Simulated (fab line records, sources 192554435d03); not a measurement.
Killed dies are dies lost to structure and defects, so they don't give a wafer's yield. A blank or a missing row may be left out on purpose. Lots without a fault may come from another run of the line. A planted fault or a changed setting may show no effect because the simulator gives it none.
fab line records | flow n5_finfet
record lots=11 wafers=33 last_day=17
route steps=1938 shown BEOL_M4@1111 BEOL_M6@1242 PASSIVATION@1936
lots that met no fault: from a run of the same line without faults
start_h: hours from the record's first day to the start of the lot's first wafer shown | wait_h: hours since the lot's step before | " the same as in the row above | L1.1+2: a row that stands for several wafers | - no value, or no start given | * or withheld: withheld | < > ~ a bound
route shown NAME@n: a module of which the file shows steps, and the number in the route of the first | usual: mean/standard deviation of fault-free wafers | same: alike in all rows | chamber/n: place in a boat | sites: the reading at each site | _std_site: their standard deviation | _edge_site: outer sites' mean less inner sites' | radius_mm: how far each site lies from the wafer's centre | mask NAME#n: copy n | behind: the tool/chamber that last shaped the wafer | hold: why the lot was held/for how many hours/how that ended | device: the transistor (n, p or np) that didn't switch | end of line: the same wafers' tests at the end of the route | a step without rows: its recipe alone | killed: dies lost to structure and defects at the first sort, not the wafer's yield | map: a wafer's dies, x killed, . not, _ none there
set.NAME: the setting as run; set.NAME@STEP: as run at that earlier step | model.NAME: the simulator's own value behind a step, which no gauge read
steps of the route over a sample of lots; a table a step, a row a wafer
services: from which hour (start_h, from the record's first day; less than 0 if before it) a tool's chamber was out of use, for how many hours, and why
## steps
# step N5_BEOL_M4_RC_MEAS_101
# usual DIBL_N=37.2/2.3 DIBL_P=37.5/2.9 IOFF_N=0.19/0.053 IOFF_P=0.23/0.059 ION_N=679/16 ION_P=462/10 SS_N=71.9/0.78 SS_P=73.7/0.88 VT_N=248/4.6 VT_P=-250/4.5
# columns lot.wafer tool chamber start_h wait_h DIBL_N[mV/V] DIBL_P[mV/V] IOFF_N[nA/um] IOFF_P[nA/um] ION_N[uA/um] ION_P[uA/um] SS_N[mV/dec] SS_P[mV/dec] VT_N[mV] VT_P[mV]
L108.2 prober-02 0 161.88 0.2 39.2 40.8 0.22 0.29 677 465 72.4 74.5 245 -247
L108.3 " 0 " " 38.9 39.4 0.22 0.26 699 474 71.9 74.0 244 -247
L108.5 " 0 " " 34.8 33.5 0.13 0.17 669 454 71.2 72.8 252 -254
L109.1 prober-02 0 173.05 0.0 39.2 39.1 0.22 0.27 693 471 71.5 73.8 245 -248
L109.4 " 0 " " 38.4 37.6 0.19 0.23 680 463 71.6 74.2 244 -247
L109.5 " 0 " " 38.4 37.0 0.20 0.23 683 461 71.5 72.9 247 -249
L110.2 prober-01 0 187.61 0.2 37.6 40.1 0.21 0.30 692 479 71.3 75.0 247 -245
L110.3 " 0 " " 37.8 38.3 0.19 0.24 677 461 71.9 74.0 250 -246
L110.6 " 0 " " 34.6 34.0 0.14 0.18 670 460 71.8 73.0 252 -251
L113.1 prober-02 0 204.21 0.0 35.2 37.6 0.16 0.19 689 464 71.8 74.2 250 -254
L113.2 " 0 " " 35.0 36.8 0.17 0.19 677 457 71.9 73.5 250 -252
L113.5 " 0 " " 34.2 35.4 0.15 0.17 672 451 71.6 73.1 249 -256
L115.2 prober-02 0 209.15 0.2 36.4 34.9 0.15 0.17 669 457 71.1 72.6 249 -256
L115.3 " 0 " " 38.5 37.3 0.20 0.20 672 449 72.1 73.3 247 -251
L115.6 " 0 " " 38.2 38.2 0.19 0.23 687 468 72.1 74.0 247 -250
L118.4 prober-01 0 228.72 0.5 32.4 32.2 0.11 0.14 658 447 70.4 72.4 255 -256
L118.5 " 0 " " 34.9 35.4 0.15 0.17 680 458 71.1 72.8 251 -253
L118.6 " 0 " " 35.3 35.0 0.16 0.16 671 446 72.1 72.3 249 -252
L121.3 prober-02 0 243.43 0.4 37.9 37.5 0.21 0.25 689 465 72.4 73.8 242 -247
L121.4 " 0 " " 38.0 39.2 0.20 0.28 682 469 72.0 73.7 245 -246
L121.6 " 0 " " 35.6 36.7 0.16 0.24 684 471 71.6 73.9 249 -246
L122.1 prober-02 0 254.03 0.0 32.9 35.8 0.15 0.22 694 475 70.4 72.8 248 -247
L122.5 " 0 " " 39.1 43.1 0.28 0.36 702 476 72.7 75.2 241 -242
L122.6 " 0 " " 35.2 37.0 0.19 0.23 683 463 72.0 73.1 244 -247
L127.1 prober-01 0 294.70 0.0 37.3 38.5 0.16 0.22 675 461 72.2 74.1 252 -253
L127.4 " 0 " " 37.2 38.3 0.16 0.23 685 477 72.6 73.7 248 -249
L127.6 " 0 " " 40.2 42.2 0.23 0.29 700 478 72.8 74.3 249 -247
L128.1 prober-02 0 297.65 0.0 37.6 37.5 0.18 0.22 697 470 71.8 74.3 248 -249
L128.4 " 0 " " 40.7 40.1 0.26 0.26 693 460 73.1 74.2 243 -246
L128.6 " 0 " " 37.9 36.5 0.19 0.22 680 462 70.9 73.6 247 -251
L131.2 prober-02 0 301.34 0.2 37.1 37.6 0.20 0.27 686 470 71.1 74.1 247 -247
L131.3 " 0 " " 39.9 41.4 0.27 0.34 697 477 71.9 74.1 242 -244
L131.4 " 0 " " 38.7 39.2 0.23 0.29 688 467 72.2 73.7 246 -245
# step N5_BEOL_M6_OCD_MEAS_38
# usual trench_depth_nm=94.2/1.9
# columns lot.wafer tool chamber start_h wait_h trench_depth_nm
L108.2 ocd-01 - 178.98 - 91.9
L108.3 " - " " 93.0
L108.5 " - " " 91.8
L109.1 ocd-02 - 189.19 - 92.8
L109.4 " - " " 91.5
L109.5 " - " " 95.7
L110.2 ocd-01 - 204.76 - 96.3
L110.3 " - " " 94.5
L110.6 " - " " 93.8
L113.1 ocd-01 - 223.77 - 91.0
L113.2 " - " " 92.3
L113.5 " - " " 93.9
L115.2 ocd-02 - 226.04 - 96.4
L115.3 " - " " 93.0
L115.6 " - " " 96.8
L118.4 ocd-02 - 248.46 - 96.2
L118.5 " - " " 96.8
L118.6 " - " " 95.8
L121.3 ocd-02 - 262.43 - 93.8
L121.4 " - " " 90.3
L121.6 " - " " 95.6
L122.1 ocd-02 - 270.52 - 93.2
L122.5 " - " " 97.4
L122.6 " - " " 95.4
L127.1 ocd-01 - 314.30 - 96.6
L127.4 " - " " 94.0
L127.6 " - " " 94.4
L128.1 ocd-02 - 314.47 - 91.4
L128.4 " - " " 93.4
L128.6 " - " " 95.0
L131.2 ocd-02 - 318.26 - 96.8
L131.3 " - " " 93.7
L131.4 " - " " 95.9
# step N5_BEOL_M6_ANNEAL_51
# recipe temp_c=225 time_s=90 ambient=N2
# usual wafer_temp_C_max=225.9/0.36
# columns lot.wafer tool chamber start_h wait_h wafer_temp_C_max
L108.2 rtp_anneal-02 0 180.52 0.1 226.3
L108.3 " 0 " " 226.0
L108.5 " 0 " " 226.0
L109.1 rtp_anneal-01 0 191.17 0.1 225.3
L109.4 " 0 " " 225.5
L109.5 " 0 " " 225.5
L110.2 rtp_anneal-01 0 206.45 0.3 225.4
L110.3 " 0 " " 225.5
L110.6 " 0 " " 225.4
L113.1 rtp_anneal-01 0 226.80 0.3 225.6
L113.2 " 0 " " 225.5
L113.5 " 0 " " 225.9
L115.2 rtp_anneal-02 0 228.95 0.7 226.1
L115.3 " 0 " " 225.8
L115.6 " 0 " " 225.8
L118.4 rtp_anneal-02 0 250.85 0.4 226.7
L118.5 " 0 " " 226.3
L118.6 " 0 " " 226.4
L121.3 rtp_anneal-01 0 264.51 0.2 225.8
L121.4 " 0 " " 225.9
L121.6 " 0 " " 225.7
L122.1 rtp_anneal-01 0 272.97 0.2 225.9
L122.5 " 0 " " 225.6
L122.6 " 0 " " 225.5
L127.1 rtp_anneal-01 0 315.86 0.1 225.6
L127.4 " 0 " " 225.5
L127.6 " 0 " " 225.8
L128.1 rtp_anneal-01 0 316.13 0.2 225.6
L128.4 " 0 " " 225.9
L128.6 " 0 " " 225.6
L131.2 rtp_anneal-02 0 321.69 0.2 226.2
L131.3 " 0 " " 225.8
L131.4 " 0 " " 226.1
# step N5_BEOL_M6_THK_MEAS_53
# recipe thk_meas_gauge=xrf reads=Cu_of_BEOL_M6_ECD_50
# usual M6_THK=78.3/2.3
# columns lot.wafer tool chamber start_h wait_h M6_THK[nm]
L108.2 film_metro-02 - 181.06 - 77.5
L108.3 " - " " 76.6
L108.5 " - " " 79.3
L109.1 film_metro-01 - 191.77 - 76.7
L109.4 " - " " 78.5
L109.5 " - " " 81.5
L110.2 film_metro-01 - 207.00 - 78.4
L110.3 " - " " 79.4
L110.6 " - " " 77.0
L113.1 film_metro-02 - 227.39 - 74.9
L113.2 " - " " 74.7
L113.5 " - " " 78.6
L115.2 film_metro-02 - 229.49 - 80.6
L115.3 " - " " 76.6
L115.6 " - " " 82.1
L118.4 film_metro-01 - 251.31 - 78.1
L118.5 " - " " 80.0
L118.6 " - " " 79.0
L121.3 film_metro-01 - 265.02 - 76.4
L121.4 " - " " 74.8
L121.6 " - " " 80.5
L122.1 film_metro-01 - 273.58 - 77.8
L122.5 " - " " 81.3
L122.6 " - " " 81.1
L127.1 film_metro-01 - 316.46 - 79.2
L127.4 " - " " 76.8
L127.6 " - " " 76.4
L128.1 film_metro-01 - 316.73 - 75.9
L128.4 " - " " 77.8
L128.6 " - " " 81.4
L131.2 film_metro-01 - 322.24 - 82.4
L131.3 " - " " 80.8
L131.4 " - " " 79.5
# step N5_BEOL_M6_DEP_56
# recipe material=SiCN target_thk_a=100 temp_c=withheld precursor=3MS/NH3 pressure_torr=3 rf_w=202 time_s=17.5
# usual chamber_pressure_Torr=3.000/0.0067 rf_fwd_power_W=199.3/0.85 showerhead_plenum_p_Torr=3.669/0.014 throttle_valve_pct=9.2/0.8
# columns lot.wafer tool chamber start_h wait_h chamber_pressure_Torr rf_fwd_power_W showerhead_plenum_p_Torr throttle_valve_pct
L108.2 pecvd-04 0 181.17 0.0 3.005 199.6 3.654 8.8
L108.3 " 0 " " 3.012 200.3 3.667 8.8
L108.5 " 0 " " 2.993 200.6 3.649 8.7
L109.1 pecvd-04 2 191.83 0.0 3.006 200.6 3.671 9.8
L109.4 " 2 " " 3.006 200.6 3.684 9.6
L109.5 " 1 " " 2.996 201.4 3.657 9.6
L110.2 pecvd-04 0 207.07 0.0 2.996 199.0 3.664 8.8
L110.3 " 1 " " 3.002 200.1 3.662 9.6
L110.6 " 1 " " 2.994 199.9 3.662 9.6
L113.1 pecvd-03 0 227.45 0.0 3.002 198.6 3.663 10.3
L113.2 " 1 " " 3.004 197.9 3.672 9.1
L113.5 " 2 " " 3.001 199.0 3.673 8.2
L115.2 pecvd-03 1 229.56 0.0 2.994 197.2 3.677 9.1
L115.3 " 0 " " 3.000 198.9 3.669 10.3
L115.6 " 1 " " 2.992 197.9 3.666 8.7
L118.4 pecvd-02 1 251.39 0.0 3.008 199.6 3.642 10.0
L118.5 " 0 " " 2.989 198.3 3.693 10.1
L118.6 " 2 " " 2.991 198.5 3.680 8.7
L121.3 pecvd-03 2 265.08 0.0 - - - -
L121.4 " 2 " " - - - -
L121.6 " 1 " " - - - -
L122.1 pecvd-04 1 273.65 0.0 - - - -
L122.5 " 0 " " - - - -
L122.6 " 1 " " - - - -
L127.1 pecvd-04 1 316.52 0.0 3.005 199.9 3.664 9.9
L127.4 " 0 " " 3.000 199.9 3.657 8.6
L127.6 " 1 " " 3.012 199.5 3.652 9.4
L128.1 pecvd-03 1 316.79 0.0 3.003 199.2 3.678 9.1
L128.4 " 1 " " 3.010 199.5 3.673 9.1
L128.6 " 0 " " 3.005 198.0 3.670 10.4
L131.2 pecvd-04 0 322.30 0.0 2.996 200.0 3.660 8.6
L131.3 " 2 " " 3.001 199.9 3.682 8.6
L131.4 " 0 " " 3.007 199.6 3.655 8.7
# step N5_PASSIVATION_PROBE_49
# usual defect_limited_yield=91.4/1.5 killed_at_M0_to_M3=34/9.7 killed_at_M4_up=14/5.7 killed_at_contacts=12/5.9 killed_at_front_end=37/10 killed_at_other=5/4.7 killed_dies=102/18 killed_on_rim=13/4.3 killed_open=65/12 killed_short=34/8.8 sort_bin_4_leakage=0.03/0.14 sort_bin_5_function=5.0/0.96 sort_bin_6_memory=3.3/0.7 sort_bin_8_speed=0.03/0.19 sort_n_pass=1077/18
# same gross_dies=1180 killed_at_back_side=0
# columns lot.wafer tool chamber start_h wait_h defect_limited_yield[%] killed_at_M0_to_M3 killed_at_M4_up killed_at_contacts killed_at_front_end killed_at_other killed_dies killed_on_rim killed_open killed_short sort_bin_4_leakage[%] sort_bin_5_function[%] sort_bin_6_memory[%] sort_bin_8_speed[%] sort_n_pass
L108.2 prober-01 - 265.50 0.1 90.3 30 17 7 36 25 115 19 80 34 0 6.5 2.7 0 1065
L108.3 prober-01 - 265.55 0.1 92.1 30 16 8 29 10 93 15 57 35 0 3.9 3.6 0 1087
L108.5 prober-01 - 265.65 0.2 90.1 41 13 9 45 9 117 9 91 26 0 5.8 3.8 0 1063
L109.1 prober-02 - 274.54 0.0 90.7 36 15 12 42 5 110 13 69 41 0 5.1 3.8 0 1070
L109.4 prober-02 - 274.69 0.2 91.5 45 8 4 42 1 100 11 46 54 0 5.1 2.9 0 1080
L109.5 prober-02 - 274.74 0.2 89.7 41 16 10 50 5 122 14 80 42 0 6.5 3.6 0 1058
L110.2 prober-02 - 289.61 0.1 93.1 22 10 10 35 5 82 7 55 24 0 3.9 2.6 0 1098
L110.3 prober-02 - 289.66 0.1 93.1 22 9 6 41 3 81 9 50 28 0 4.2 2.5 0 1099
L110.6 prober-02 - 289.81 0.3 91.6 29 13 12 44 1 99 10 59 40 0 5.2 3.1 0 1081
L115.2 prober-02 - 308.61 0.1 90.1 49 16 7 43 2 117 12 71 42 0 5.5 3.9 0 1063
L115.3 prober-02 - 308.66 0.1 91.9 36 9 13 34 4 96 10 59 37 0 3.7 3.7 0 1084
L115.6 prober-02 - 308.81 0.3 90.8 36 22 5 44 1 108 13 62 43 0 5.3 3.4 0 1072
L113.1 prober-02 - 310.42 0.0 92.7 23 18 8 26 11 86 12 58 28 0 4.4 2.7 0 1094
L113.2 prober-02 - 310.47 0.1 89.0 33 26 13 50 8 130 15 83 40 0 6.9 3.6 0 1050
L113.5 prober-02 - 310.62 0.2 91.4 17 11 17 44 13 102 16 57 44 0 5.4 3.0 0 1078
L118.4 prober-01 - 333.91 0.2 90.4 47 17 3 41 5 113 17 72 33 0 5.3 3.3 0 1067
L118.5 prober-01 - 333.96 0.2 91.4 25 16 9 45 6 101 17 65 34 0 4.7 3.6 0 1079
L118.6 prober-01 - 334.01 0.3 90.0 36 16 8 49 9 118 17 71 46 0 6.2 3.5 0 1062
L121.3 prober-02 - 345.96 0.1 0 38 1099 9 33 1 1180 152 63 25 0 96.6 3.3 0 0
L121.4 prober-02 - 346.01 0.2 0 28 1106 8 36 2 1180 152 54 28 0 97.4 2.5 0 0
L121.6 prober-02 - 346.11 0.3 0 17 1140 3 20 0 1180 152 41 14 0 97.5 2.5 0 0
L122.1 prober-02 - 351.49 0.0 0 39 1092 19 28 2 1180 152 75 40 0 96.2 3.5 0 0
L122.5 prober-02 - 351.69 0.2 0 28 1098 10 36 8 1180 152 56 37 0 96.4 3.1 0 0
L122.6 prober-02 - 351.74 0.3 0 24 1081 22 50 3 1180 152 77 36 0 95.3 4.4 0 0
L128.1 prober-01 - 399.58 0.0 90.1 56 13 10 34 4 117 21 71 38 0 5.1 3.9 0 1063
L128.4 prober-01 - 399.73 0.2 91.2 44 9 10 41 0 104 14 56 47 0 5.2 3.3 0 1076
L128.6 prober-01 - 399.83 0.3 88.5 54 10 19 49 4 136 19 85 47 0 6.4 4.2 0 1044
L131.2 prober-01 - 406.44 0.1 91.5 36 17 14 31 2 100 21 65 24 0 4.2 3.9 0 1080
L131.3 prober-01 - 406.49 0.1 90.3 40 19 10 34 11 114 19 72 32 0.08 5.3 3.3 0 1065
L131.4 prober-01 - 406.54 0.2 93.6 21 12 15 24 3 75 10 55 18 0 3.2 2.9 0 1105
L127.1 prober-02 - 406.87 0.0 91.5 33 13 13 40 1 100 20 66 26 0 4.8 3.1 0 1080
L127.4 prober-02 - 407.02 0.2 92.0 27 20 16 30 1 94 12 54 35 0 4.7 2.8 0.17 1086
L127.6 prober-02 - 407.12 0.3 93.0 23 16 8 35 1 83 17 59 23 0 3.6 3.3 0 1097
# killed by level:class
L108.2 BEOL_M3:geometric_particle:open=13 STI_FIN_REVEAL:geometric_particle:open=10 MIM_TOP_ETCH:geometric_particle:open=10 BEOL_M4:geometric_particle:open=9 GATE_CUT:geometric_particle:short=6 MOL_CONTACT_COAG:geometric_particle:open=6 PAD_METAL:geometric_particle:open=5 STARTING-WAFER:geometric_particle:open=5
L108.3 BEOL_M3:geometric_particle:open=10 DUMMY_GATE:geometric_particle:open=5 MOL_CONTACT_COAG:geometric_particle:short=5 BEOL_M4:geometric_particle:open=5 STI_FIN_REVEAL:geometric_particle:open=4 BEOL_M0_SAQP:geometric_particle:short=4 BEOL_M0_SAQP:geometric_particle:open=4 BEOL_M1:geometric_particle:open=4
L108.5 STI_FIN_REVEAL:geometric_particle:open=13 BEOL_M0_SAQP:geometric_particle:open=11 BEOL_M3:geometric_particle:open=10 DUMMY_GATE:geometric_particle:open=8 FIN_SAQP:geometric_particle:open=6 BEOL_M4:geometric_particle:open=6 MOL_CONTACT_COAG:geometric_particle:open=6 BEOL_M1:geometric_particle:open=6
L109.1 FIN_SAQP:geometric_particle:open=13 BEOL_M4:geometric_particle:open=10 MOL_CONTACT_COAG:geometric_particle:open=10 FIN_SAQP:geometric_particle:short=8 BEOL_M1:geometric_particle:open=7 BEOL_M0_SAQP:geometric_particle:short=6 BEOL_M0_SAQP:geometric_particle:open=5 BEOL_M1:geometric_particle:short=5
L109.4 FIN_SAQP:geometric_particle:short=23 BEOL_M1:geometric_particle:open=9 FIN_SAQP:geometric_particle:open=8 BEOL_M0_SAQP:geometric_particle:short=8 BEOL_M0_SAQP:geometric_particle:open=7 BEOL_M3:geometric_particle:open=7 BEOL_M3:geometric_particle:short=4 MOL_CONTACT_COAG:geometric_particle:open=3
L109.5 FIN_SAQP:geometric_particle:open=12 FIN_SAQP:geometric_particle:short=11 MOL_CONTACT_COAG:geometric_particle:open=8 BEOL_M0_SAQP:geometric_particle:open=8 BEOL_M4:geometric_particle:open=8 GATE_CUT:geometric_particle:open=7 BEOL_M0_SAQP:geometric_particle:short=7 BEOL_M3:geometric_particle:open=6
L110.2 FIN_SAQP:geometric_particle:short=8 MOL_CONTACT_COAG:geometric_particle:open=8 BEOL_M3:geometric_particle:open=7 BEOL_M1:geometric_particle:open=5 STARTING-WAFER:geometric_particle:open=5 FIN_SAQP:geometric_particle:open=4 BEOL_M2:geometric_particle:open=4 BEOL_M4:geometric_particle:open=4
L110.3 STI_FIN_REVEAL:geometric_particle:open=18 BEOL_M0:geometric_particle:open=8 DUMMY_GATE:geometric_particle:open=4 BEOL_M3:geometric_particle:open=4 STI_FIN_REVEAL:geometric_particle:short=3 GATE_CUT:geometric_particle:short=3 MOL_CONTACT_COAG:geometric_particle:open=3 MOL_CONTACT_COAG:geometric_particle:short=3
L110.6 BEOL_M2:geometric_particle:open=9 BEOL_M0_SAQP:geometric_particle:short=8 MOL_CONTACT_COAG:geometric_particle:open=7 FIN_SAQP:geometric_particle:short=6 DUMMY_GATE:geometric_particle:open=6 STI_FIN_REVEAL:geometric_particle:open=5 GATE_CUT:geometric_particle:open=5 MOL_CONTACT_COAG:geometric_particle:short=5
L115.2 BEOL_M0_SAQP:geometric_particle:short=17 BEOL_M0_SAQP:geometric_particle:open=15 FIN_SAQP:geometric_particle:open=12 STI_FIN_REVEAL:geometric_particle:open=10 FIN_SAQP:geometric_particle:short=7 BEOL_M1:geometric_particle:open=7 BEOL_M2:geometric_particle:open=4 MOL_CONTACT_COAG:geometric_particle:open=4
L115.3 BEOL_M0_SAQP:geometric_particle:open=9 FIN_SAQP:geometric_particle:short=8 STI_FIN_REVEAL:geometric_particle:open=8 BEOL_M0_SAQP:geometric_particle:short=8 MOL_CONTACT_COAG:geometric_particle:short=7 BEOL_M3:geometric_particle:open=7 MOL_CONTACT_COAG:geometric_particle:open=6 DUMMY_GATE:geometric_particle:open=4
L115.6 STI_FIN_REVEAL:geometric_particle:open=17 FIN_SAQP:geometric_particle:short=11 BEOL_M0_SAQP:geometric_particle:open=10 BEOL_M0_SAQP:geometric_particle:short=9 BEOL_M1:geometric_particle:open=6 BEOL_M2:geometric_particle:open=6 MOL_CONTACT_COAG:geometric_particle:open=5 BEOL_M4:geometric_particle:open=5
L113.1 BEOL_M4:geometric_particle:open=9 MOL_CONTACT_COAG:geometric_particle:open=8 DUMMY_GATE:geometric_particle:open=7 BEOL_M0_SAQP:geometric_particle:short=5 FIN_SAQP:geometric_particle:open=4 STI_FIN_REVEAL:geometric_particle:open=4 BEOL_M0_SAQP:geometric_particle:open=4 BEOL_M1:geometric_particle:open=4
L113.2 MOL_CONTACT_COAG:geometric_particle:open=13 BEOL_M4:geometric_particle:open=11 FIN_SAQP:geometric_particle:open=10 DUMMY_GATE:geometric_particle:open=7 BEOL_M0_SAQP:geometric_particle:short=7 BEOL_M2:geometric_particle:open=7 BEOL_M3:geometric_particle:open=7 BEOL_M0_SAQP:geometric_particle:open=6
L113.5 STI_FIN_REVEAL:geometric_particle:open=10 FIN_SAQP:geometric_particle:short=9 FIN_SAQP:geometric_particle:open=9 MOL_CONTACT_COAG:geometric_particle:open=9 MOL_CONTACT_COAG:geometric_particle:short=8 BEOL_M5:geometric_particle:open=4 BEOL_M3:geometric_particle:open=4 BEOL_M1:geometric_particle:open=4
L118.4 BEOL_M1:geometric_particle:open=20 BEOL_M1:geometric_particle:short=12 FIN_SAQP:geometric_particle:open=11 HKMG_FIN:area_etch=8 STI_FIN_REVEAL:geometric_particle:open=6 STARTING-WAFER:geometric_particle:short=5 BEOL_M0:geometric_particle:open=4 BEOL_M2:geometric_particle:open=4
L118.5 FIN_SAQP:geometric_particle:short=13 FIN_SAQP:geometric_particle:open=13 STI_FIN_REVEAL:geometric_particle:open=8 MOL_CONTACT_COAG:geometric_particle:open=8 BEOL_M0_SAQP:geometric_particle:open=6 BEOL_M3:geometric_particle:open=6 BEOL_M0_SAQP:geometric_particle:short=4 BEOL_M1:geometric_particle:open=4
L118.6 FIN_SAQP:geometric_particle:open=13 FIN_SAQP:geometric_particle:short=11 BEOL_M1:geometric_particle:open=9 MOL_CONTACT_COAG:geometric_particle:open=8 BEOL_M1:geometric_particle:short=7 BEOL_M0_SAQP:geometric_particle:short=6 STARTING-WAFER:geometric_particle:short=5 GATE_CUT:geometric_particle:short=5
L121.3 BEOL_M6:area_dep=1091 FIN_SAQP:geometric_particle:open=12 BEOL_M3:geometric_particle:open=9 MOL_CONTACT_COAG:geometric_particle:open=7 BEOL_M2:geometric_particle:open=7 STI_FIN_REVEAL:geometric_particle:open=6 BEOL_M0:geometric_particle:open=4 BEOL_M3:geometric_particle:short=4
L121.4 BEOL_M6:area_dep=1095 FIN_SAQP:geometric_particle:short=7 FIN_SAQP:geometric_particle:open=7 BEOL_M0:geometric_particle:open=7 STARTING-WAFER:geometric_particle:open=6 MOL_CONTACT_COAG:geometric_particle:open=5 BEOL_M3:geometric_particle:open=5 BEOL_M4:geometric_particle:open=5
L121.6 BEOL_M6:area_dep=1125 BEOL_M0_SAQP:geometric_particle:short=6 BEOL_M4:geometric_particle:open=6 BEOL_M2:geometric_particle:open=5 FIN_SAQP:geometric_particle:open=4 BEOL_M6:geometric_particle:open=4 FIN_SAQP:geometric_particle:short=3 MOL_CONTACT_COAG:geometric_particle:open=3
L122.1 BEOL_M6:area_dep=1065 BEOL_M4:geometric_particle:open=14 MOL_CONTACT_COAG:geometric_particle:open=12 BEOL_M0_SAQP:geometric_particle:open=9 BEOL_M0_SAQP:geometric_particle:short=9 STI_FIN_REVEAL:geometric_particle:open=8 MOL_CONTACT_COAG:geometric_particle:short=7 BEOL_M2:geometric_particle:open=6
L122.5 BEOL_M6:area_dep=1086 DUMMY_GATE:geometric_particle:open=8 BEOL_M2:geometric_particle:open=8 MOL_CONTACT_COAG:geometric_particle:open=7 FIN_SAQP:geometric_particle:open=5 BEOL_M3:geometric_particle:open=5 BEOL_M0_SAQP:geometric_particle:short=5 BEOL_M4:geometric_particle:open=5
L122.6 BEOL_M6:area_dep=1067 MOL_CONTACT_COAG:geometric_particle:open=17 STI_FIN_REVEAL:geometric_particle:open=11 BEOL_M0_SAQP:geometric_particle:open=10 BEOL_M4:geometric_particle:open=10 FIN_SAQP:geometric_particle:short=9 FIN_SAQP:geometric_particle:open=7 DUMMY_GATE:geometric_particle:open=5
L128.1 BEOL_M0_SAQP:geometric_particle:open=17 BEOL_M0_SAQP:geometric_particle:short=9 BEOL_M2:geometric_particle:open=8 FIN_SAQP:geometric_particle:open=7 MOL_CONTACT_COAG:geometric_particle:open=7 GATE_CUT:geometric_particle:short=6 BEOL_M1:geometric_particle:open=6 BEOL_M3:geometric_particle:open=5
L128.4 BEOL_M0_SAQP:geometric_particle:open=14 BEOL_M0_SAQP:geometric_particle:short=13 GATE_CUT:geometric_particle:open=9 FIN_SAQP:geometric_particle:short=8 GATE_CUT:geometric_particle:short=7 MOL_CONTACT_COAG:geometric_particle:open=5 MOL_CONTACT_COAG:geometric_particle:short=5 BEOL_M2:geometric_particle:open=4
L128.6 FIN_SAQP:geometric_particle:open=20 BEOL_M0_SAQP:geometric_particle:short=20 MOL_CONTACT_COAG:geometric_particle:open=14 BEOL_M0_SAQP:geometric_particle:open=12 BEOL_M3:geometric_particle:open=8 FIN_SAQP:geometric_particle:short=6 STI_FIN_REVEAL:geometric_particle:open=6 MOL_CONTACT_COAG:geometric_particle:short=5
L131.2 MOL_CONTACT_COAG:geometric_particle:open=12 BEOL_M0_SAQP:geometric_particle:open=12 BEOL_M0_SAQP:geometric_particle:short=8 FIN_SAQP:geometric_particle:open=7 BEOL_M4:geometric_particle:open=7 STI_FIN_REVEAL:geometric_particle:open=6 FIN_SAQP:geometric_particle:short=4 GATE_CUT:geometric_particle:open=4
L131.3 MOL_CONTACT_COAG:geometric_particle:open=10 BEOL_M3:geometric_particle:open=10 BEOL_M2:geometric_particle:open=9 BEOL_M4:geometric_particle:open=9 HKMG_FIN:area_etch=8 FIN_SAQP:geometric_particle:short=7 BEOL_M0_SAQP:geometric_particle:short=7 FIN_SAQP:geometric_particle:open=6
L131.4 MOL_CONTACT_COAG:geometric_particle:open=13 FIN_SAQP:geometric_particle:open=8 FIN_SAQP:geometric_particle:short=7 BEOL_M4:geometric_particle:open=5 BEOL_M3:geometric_particle:open=5 BEOL_M0_SAQP:geometric_particle:open=4 STI_FIN_REVEAL:geometric_particle:open=3 DUMMY_GATE:geometric_particle:open=3
L127.1 MOL_CONTACT_COAG:geometric_particle:open=10 BEOL_M1:geometric_particle:open=9 FIN_SAQP:geometric_particle:open=8 BEOL_M3:geometric_particle:open=8 FIN_SAQP:geometric_particle:short=7 BEOL_M0_SAQP:geometric_particle:open=6 DUMMY_GATE:geometric_particle:open=4 GATE_CUT:geometric_particle:short=4
L127.4 MOL_CONTACT_COAG:geometric_particle:open=12 FIN_SAQP:geometric_particle:short=8 BEOL_M3:geometric_particle:open=7 FIN_SAQP:geometric_particle:open=6 MOL_CONTACT_COAG:geometric_particle:short=4 BEOL_M1:geometric_particle:open=4 BEOL_M3:geometric_particle:short=3 BEOL_M7:geometric_particle:open=3
L127.6 STI_FIN_REVEAL:geometric_particle:open=8 FIN_SAQP:geometric_particle:open=6 BEOL_M5:geometric_particle:open=6 MOL_CONTACT_COAG:geometric_particle:open=6 BEOL_M1:geometric_particle:open=5 BEOL_M3:geometric_particle:open=5 BEOL_M4:geometric_particle:open=5 STARTING-WAFER:geometric_particle:open=5
## services
# columns tool chamber start_h hours kind
pecvd-04 1 179.08 5.5 scheduled_down
pecvd-02 - 180.46 2.8 pm
pecvd-02 2 186.91 2.1 scheduled_down
pecvd-04 2 202.38 - clean
pecvd-04 2 202.38 - consumable_replace:showerhead
pecvd-04 2 202.38 29.0 scheduled_down
pecvd-04 2 202.38 29.0 vent_cycle
pecvd-04 - 208.56 4.8 repair
pecvd-04 - 259.34 2.2 repair
pecvd-04 2 268.49 5.5 scheduled_down
pecvd-04 2 282.32 2.1 scheduled_down
pecvd-02 2 302.19 8.7 repair
## key
first_sign step=N5_BEOL_M6_DEP_56 reading=tool_record direction=missing
effect step=N5_PASSIVATION_PROBE_49 reading=killed_at_M4_up direction=up sigmas=99+ usual=14 struck=1103
more_kills_born_at N5_BEOL_M6_DEP_56@pecvd-03=3311 N5_BEOL_M6_DEP_56@pecvd-04=3218
met_at N5_BEOL_M6_DEP_56
struck_lots L121,L122
later_rows_left_out L121.3,L121.4,L121.6,L122.1,L122.5,L122.6
not_acting_at N5_BEOL_M6_OCD_MEAS_38,N5_BEOL_M6_ANNEAL_51,N5_BEOL_M6_THK_MEAS_53
onset_between 229.56 265.08
fault kind=skipped_step_whole tool=pecvd-03,pecvd-04 chamber=- onset_h=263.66 steps=N5_BEOL_M6_DEP_56 scope=struck_lots_only
# later_rows_left_out: the simulator's readings of these wafers behind a module that went badly wrong aren't trusted and aren't shown, but for the sort
